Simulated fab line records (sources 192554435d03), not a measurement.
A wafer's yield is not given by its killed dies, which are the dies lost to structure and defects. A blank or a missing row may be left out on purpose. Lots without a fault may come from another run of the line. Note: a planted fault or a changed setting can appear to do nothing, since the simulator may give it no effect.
Check for tools in common ; flow n5-finfet ; Lots sampled 8, wafers sampled 24

== WHY IT WAS OPENED ==
Of 8 lots, 2 have the reading IOFF_N flagged at N5_BEOL_M4_RC_MEAS_101. Wafers without a fault read 0.17 nA/um, standard deviation 0.033.
Rule: a lot is flagged in two cases, either no wafer of it has a number, or all its wafers with numbers fall more than 4 standard deviations from that mean. The other lots count as sound.

lot;measured;on;IOFF_N (nA/um), wafer by wafer;flag
L364;day 9 19:16;prober-02;0.14 0.18 0.19;
L365;day 10 00:10;prober-01;0.22 0.20 0.18;
L363;day 10 00:26;prober-02;0.18 0.21 0.18;
L367;day 10 19:17;prober-01;482.10 - 319.59;FLAGGED
L369;day 11 00:59;prober-01;732.68 - -;FLAGGED
L376;day 12 22:56;prober-01;0.13 0.14 0.15;
L380;day 14 10:52;prober-02;0.18 0.21 0.16;
L381;day 14 13:47;prober-02;0.27 0.13 0.18;
The numbers of the flagged lots are 511.46 nA/um on average: +511.29 nA/um against the usual, or +99 or more standard deviations.

== TOOL THAT RAN EACH LOT ==
The record holds 3 process steps before the reading, out of a route of 1938 steps. Read each cell as the tool, then ch plus the chambers that the sampled wafers visited, then the start.
lot;flag;N5_SD_EPI_P_ETCH_37;N5_SD_ACTIVATION_RTA_00;N5_ILD0_CMP_07
L364;;rie-diel-04 ch 2,3, day 4 17:08;rtp-anneal-01 ch 0, day 4 20:47;cmp-02 ch 0,2, day 5 00:14
L365;;rie-diel-02 ch 0,3, day 4 22:27;rtp-anneal-02 ch 0, day 5 02:12;cmp-04 ch 0,3, day 5 06:11
L363;;rie-diel-04 ch 0,1,3, day 4 11:51;rtp-anneal-01 ch 0, day 4 17:32;cmp-01 ch 0,2,3, day 4 20:57
L367;FLAGGED;rie-diel-04 ch 1,3, day 5 13:07;rtp-anneal-01 ch 0, day 5 16:47;cmp-01 ch 0,1,3, day 5 20:22
L369;FLAGGED;rie-diel-06 ch 0,1,3, day 6 03:43;rtp-anneal-01 ch 0, day 6 07:24;cmp-02 ch 0,1, day 6 10:50
L376;;rie-diel-02 ch 0,1, day 7 18:20;rtp-anneal-02 ch 0, day 7 22:43;cmp-01 ch 1,2, day 8 02:21
L380;;rie-diel-06 ch 0,2, day 8 17:34;rtp-anneal-01 ch 0, day 8 21:22;cmp-02 ch 0,2,3, day 9 02:48
L381;;rie-diel-04 ch 0,1, day 9 03:08;rtp-anneal-01 ch 0, day 9 06:55;cmp-02 ch 0,2, day 9 10:45
What is done by these steps:
- N5_SD_EPI_P_ETCH_37: etches SOC in N2/H2, overetch 108 nm, time 486 s.
- N5_SD_ACTIVATION_RTA_00: time 0 s.
- N5_ILD0_CMP_07: polishes SiO2 flowable, stops on poly-Si, t overpolish 1.18 s, target thk 138.88 nm.
- N5_BEOL_M4_RC_MEAS_101

== FLAGGED OVER TOTAL, TOOL BY TOOL (the gauges that took the reading come last) ==
step;tool;lots run;flagged;share of the flagged lots;sound lots run after its first flagged lot
N5_SD_EPI_P_ETCH_37;rie-diel-02;2;0;none;-
N5_SD_EPI_P_ETCH_37;rie-diel-04;4;1;some;1 (L381)
N5_SD_EPI_P_ETCH_37;rie-diel-06;2;1;some;1 (L380)
N5_SD_ACTIVATION_RTA_00;rtp-anneal-01;6;2;all;2 (L380,L381)
N5_SD_ACTIVATION_RTA_00;rtp-anneal-02;2;0;none;-
N5_ILD0_CMP_07;cmp-01;3;1;some;1 (L376)
N5_ILD0_CMP_07;cmp-02;4;1;some;2 (L380,L381)
N5_ILD0_CMP_07;cmp-04;1;0;none;-
N5_BEOL_M4_RC_MEAS_101;prober-01;4;2;all;1 (L376)
N5_BEOL_M4_RC_MEAS_101;prober-02;4;0;none;-

== WHAT THE TABLE PERMITS ==
Rows of the table that ran all the flagged lots, 2 in number: rtp-anneal-01 at N5_SD_ACTIVATION_RTA_00; prober-01 at N5_BEOL_M4_RC_MEAS_101.
- rtp-anneal-01 at N5_SD_ACTIVATION_RTA_00: 2 of its 6 lots flagged. Lots that were sound ran on it after the first flagged one (L380, L381); a persistent fault on the entire tool would not allow that. Its own readings lie more than 4 standard deviations out on every wafer of the flagged lots: lamp-power-pct, lamp_zone_1_pct, lamp_zone_2_pct, lamp_zone_3_pct, lamp_zone_4_pct, lamp_zone_5_pct, lamp_zone_6_pct, lamp_zone_7_pct.
- prober-01 at N5_BEOL_M4_RC_MEAS_101: 2 of its 4 lots flagged. Lots that were sound ran on it after the first flagged one (L376); a persistent fault on the entire tool would not allow that.
There is no row in the table that ran each flagged lot and no sound lot after the first.

== WHAT HAD BEEN PUT IN BY THE SIMULATOR ==
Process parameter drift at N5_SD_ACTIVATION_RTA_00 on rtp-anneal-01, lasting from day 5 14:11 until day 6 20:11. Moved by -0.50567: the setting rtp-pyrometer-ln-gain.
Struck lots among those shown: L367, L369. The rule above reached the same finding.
